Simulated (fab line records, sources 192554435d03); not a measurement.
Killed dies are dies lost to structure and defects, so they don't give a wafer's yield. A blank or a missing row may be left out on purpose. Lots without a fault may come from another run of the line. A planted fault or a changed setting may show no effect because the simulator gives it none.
Split-lot experiment | flow n5_finfet | 7 lots, 39 wafers read, on a route of 1938 steps

THE SPLIT
At N5_MOL_CONTACT_COAG_PECVD_31 (deposits SiO2 from TEOS/O2, target thk 46 nm, time 8.9 s), the setting time_s was moved away from the recipe's 8.9 s on 9 of the 39 wafers read, by +22.6% to +49.0%. The other wafers ran this setting at the recipe's value.

FROM THE SPLIT TO THE READING: what the file shows between them, 12 steps
- N5_MOL_CONTACT_COAG_COAT_75: time 60 s, resist thk 60 nm
- N5_MOL_CONTACT_COAG_COAT_76: time 60 s, resist thk 10 nm
- N5_MOL_CONTACT_COAG_ETCHBACK_135: etches SiO2 in CHF3, target depth 25 nm, time 16.7 s
- N5_MOL_CONTACT_COAG_STRIP_118: strips in CHF3
- N5_MOL_CONTACT_COAG_VIA_ETCH_46: etches SiO2 in C4F6/O2, target depth 46 nm, overetch 9.2 nm, time 40 s
- N5_MOL_CONTACT_COAG_STRIP_96: strips in N2/H2
- N5_MOL_CONTACT_COAG_ETCH_47: etches SiNx in CH3F/O2, stops on W, target depth 27 nm
- N5_MOL_CONTACT_COAG_STRIP_119: strips in N2/H2, time 30 s
- N5_MOL_CONTACT_COAG_PRECLEAN_144: cleans in alkaline clean, time 60 s
- N5_MOL_CONTACT_COAG_STRIP_120: strips in CHF3
- N5_MOL_CONTACT_COAG_VIA_ETCH_117: etches SiO2 in C4F6/O2, target depth 40 nm, overetch 8 nm, time 26 s
- N5_MOL_CONTACT_COAG_ETCH_124: etches SiNx in CH3F/O2, stops on SiOC, target depth 6.5 nm

THE READING
oes_product_au, in a.u., at N5_MOL_CONTACT_COAG_ETCH_48 (etches SiOC in C4F6/O2, target depth 15 nm, overetch 4.5 nm, time 17 s). Fault-free wafers of this fab line usually give 0.67 a.u., standard deviation 0.072 a.u..

wafer  | tool, chamber at the split | time_s as run, s | against the recipe | oes_product_au, a.u. | against lot-mates on the recipe
L075.1 | pecvd-01, 1                | 8.9              | recipe             | 0.70                 | -
L075.2 | pecvd-01, 0                | 8.9              | recipe             | 0.74                 | -
L075.3 | pecvd-01, 2                | 8.9              | recipe             | 0.63                 | -
L075.4 | pecvd-01, 1                | 8.9              | recipe             | 0.58                 | -
L075.5 | pecvd-01, 2,0              | 8.9              | recipe             | 0.61                 | -
L075.6 | pecvd-01, 2,0              | 8.9              | recipe             | 0.71                 | -
L074.1 | pecvd-02, 1                | 8.9              | recipe             | 0.73                 | -
L074.2 | pecvd-02, 0,0,2            | 8.9              | recipe             | 0.72                 | -
L074.3 | pecvd-02, 2                | 8.9              | recipe             | 0.62                 | -
L074.4 | pecvd-02, 0,0,2            | 8.9              | recipe             | 0.74                 | -
L074.5 | pecvd-02, 1                | 8.9              | recipe             | 0.74                 | -
L074.6 | pecvd-02, 0,0,2            | 8.9              | recipe             | 0.74                 | -
L076.1 | pecvd-03, 2                | 8.9              | recipe             | 0.81                 | -
L076.2 | pecvd-03, 0                | 10.91            | +22.6%             | 0.61                 | -0.07
L076.3 | pecvd-03, 0                | 8.9              | recipe             | 0.64                 | -
L076.4 | pecvd-03, 2                | 8.9              | recipe             | 0.58                 | -
L076.5 | pecvd-03, 2                | 10.91            | +22.6%             | 0.48                 | -0.20
L076.6 | pecvd-03, 0                | 10.91            | +22.6%             | 0.56                 | -0.12
L077.1 | pecvd-01, 1,0              | 8.9              | recipe             | 0.65                 | -
L077.2 | pecvd-01, 2                | 13.26            | +49.0%             | 0.34                 | -0.40
L077.3 | pecvd-01, 0                | 13.26            | +49.0%             | 0.32                 | -0.42
L077.4 | pecvd-01, 1,0              | 8.9              | recipe             | 0.75                 | -
L077.5 | pecvd-01, 2                | 13.26            | +49.0%             | 0.27                 | -0.47
L077.6 | pecvd-01, 1                | 8.9              | recipe             | 0.82                 | -
L079.1 | pecvd-02, 2                | 8.9              | recipe             | 0.62                 | -
L079.2 | pecvd-02, 0                | 8.9              | recipe             | 0.52                 | -
L079.3 | pecvd-02, 1,2              | 8.9              | recipe             | 0.60                 | -
L079.4 | pecvd-02, 0                | 8.9              | recipe             | 0.71                 | -
L079.5 | pecvd-02, 1                | 8.9              | recipe             | 0.58                 | -
L079.6 | pecvd-02, 1,2              | 8.9              | recipe             | 0.78                 | -
L089.1 | pecvd-01, 0                | 8.9              | recipe             | 0.67                 | -
L089.2 | pecvd-01, 1                | 8.9              | recipe             | 0.70                 | -
L089.3 | pecvd-01, 2                | 12.33            | +38.5%             | 0.30                 | -0.37
L089.4 | pecvd-01, 2                | 12.33            | +38.5%             | 0.26                 | -0.41
L089.5 | pecvd-01, 0                | 12.33            | +38.5%             | 0.26                 | -0.41
L089.6 | pecvd-01, 1                | 8.9              | recipe             | 0.64                 | -
L095.1 | pecvd-02, 0                | 8.9              | recipe             | 0.59                 | -
L095.5 | pecvd-02, 0                | 8.9              | recipe             | 0.60                 | -
L095.6 | pecvd-02, 1                | 8.9              | recipe             | 0.75                 | -
Where a row lists several chambers, the file gives one row for several wafers and doesn't say which wafer went through which chamber.

THE FIT
A straight line over all 39 wafers: oes_product_au changes by -0.00829 a.u. for each +1% of time_s; r = -0.87; the points scatter about the line by 0.077 a.u..
The same after taking each lot's own level away (the mean of its wafers on the recipe; 39 wafers): -0.00899 a.u. for each +1%; r = -0.91; scatter 0.069 a.u..
On that fit, the largest move of time_s shifts the reading by 0.44 a.u..
The lots' own levels span 0.635 to 0.740 a.u., that is 1.5 times the standard deviation above.
So the lot-to-lot level changes the slope little: the two slopes agree.
Check: with one of the wafers moved furthest among these (+49.0%) left out of the fit, the line predicts -0.446 a.u. for it against its lot-mates. It came out at -0.4 a.u. against them.

OTHER SPLITS ON THESE WAFERS
These wafers also went through other splits before the reading. Each is held against what the fit with the lots' levels taken away leaves over:
other split on the same wafers | wafers away from the commonest value | r with oes_product_au (lot level and that fit taken away)
N5_DUMMY_GATE_DESCUM_20 time_s | 15                                   | -0.03
N5_HKMG_FIN_ETCH_55 time_s     | 12                                   | +0.30

THE WHOLE CHAIN: every reading that the file lists as answering this split, in the file's order
step                            | what it does                                                           | reading                                                                                   | change (the file's fit)                   | r (the file's)
N5_MOL_CONTACT_COAG_PECVD_31    | deposits SiO2 from TEOS/O2, target thk 46 nm, time 8.9 s               | SiO2_of_MOL_CONTACT_COAG_PECVD_31.thk_nm (the simulator's own value, which no gauge read) | +0.434 nm for each +1% of the setting     | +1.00
N5_MOL_CONTACT_COAG_VIA_ETCH_46 | etches SiO2 in C4F6/O2, target depth 46 nm, overetch 9.2 nm, time 40 s | etch.depth_nm (the simulator's own value, which no gauge read)                            | +0.202 nm for each +1% of the setting     | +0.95
N5_MOL_CONTACT_COAG_ETCH_47     | etches SiNx in CH3F/O2, stops on W, target depth 27 nm                 | etch_rf_on_time_s                                                                         | withheld for each +1% of the setting      | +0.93
N5_MOL_CONTACT_COAG_ETCH_47     | etches SiNx in CH3F/O2, stops on W, target depth 27 nm                 | oes_product_au                                                                            | -0.00849 a.u. for each +1% of the setting | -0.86
N5_MOL_CONTACT_COAG_ETCH_47     | etches SiNx in CH3F/O2, stops on W, target depth 27 nm                 | etch.over_etch_s (the simulator's own value, which no gauge read)                         | -0.103 s for each +1% of the setting      | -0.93
N5_MOL_CONTACT_COAG_ETCH_124    | etches SiNx in CH3F/O2, stops on SiOC, target depth 6.5 nm             | oes_product_au                                                                            | -0.009 a.u. for each +1% of the setting   | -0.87
N5_MOL_CONTACT_COAG_ETCH_48     | etches SiOC in C4F6/O2, target depth 15 nm, overetch 4.5 nm, time 17 s | oes_product_au                                                                            | -0.00895 a.u. for each +1% of the setting | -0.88

THE FILE'S OWN FIT
oes_product_au changes by -0.00895 a.u. for each +1% of time_s, r = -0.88.
